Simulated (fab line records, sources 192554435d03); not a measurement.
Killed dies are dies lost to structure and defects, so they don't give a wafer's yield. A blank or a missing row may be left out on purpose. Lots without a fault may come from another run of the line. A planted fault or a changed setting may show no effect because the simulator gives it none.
Chamber matching | flow n5_finfet | N5_BEOL_M6_ETCH_72 on rie_diel-05: 4 sister chambers
The step etches underlayer in N2/H2, target depth 6.5 nm, time 5.2 s. 4 wafers are shown with their chamber, then 9 later ones without.

WAFERS WITH THEIR CHAMBER
wafer  | chamber | showerhead_plenum_p_Torr (Torr)
L081.2 | 3       | 2.47
L085.4 | 2       | 2.63
L089.3 | 0       | 2.56
L089.5 | 1       | 2.46

WAFERS WITHOUT THEIR CHAMBER
wafer  | showerhead_plenum_p_Torr (Torr)
L088.2 | 2.46
L088.3 | 2.46
L088.6 | 2.46
L094.1 | 2.56
L094.3 | 2.62
L094.4 | 2.46
L096.2 | 2.55
L096.5 | 2.46
L096.6 | 2.55

WHICH CHAMBER EACH WENT THROUGH
wafer  | from the rows above     | in truth
L088.2 | can't be placed: 1 or 3 | 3
L088.3 | can't be placed: 1 or 3 | 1
L088.6 | can't be placed: 1 or 3 | 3
L094.1 | 0                       | 0
L094.3 | 2                       | 2
L094.4 | can't be placed: 1 or 3 | 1
L096.2 | 0                       | 0
L096.5 | can't be placed: 1 or 3 | 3
L096.6 | 0                       | 0
Placed correctly: 4 of 9. Can't be placed from these rows: 5 (the true chamber is among the candidates in 5). Placed wrongly: 0.
How it was worked out, from the rows above alone: a wafer's distance from a chamber is the root of the sum, over the readings, of the square of ((its reading less the chamber's mean) divided by the reading's scatter). The wafer belongs to the nearest chamber; if the next one is less than 2 further off, it can't be placed. A chamber's mean is the mean of its shown wafers. The scatter: with one shown wafer a chamber, the root of the mean of the squares of how far each hidden wafer lies from its nearest shown one.
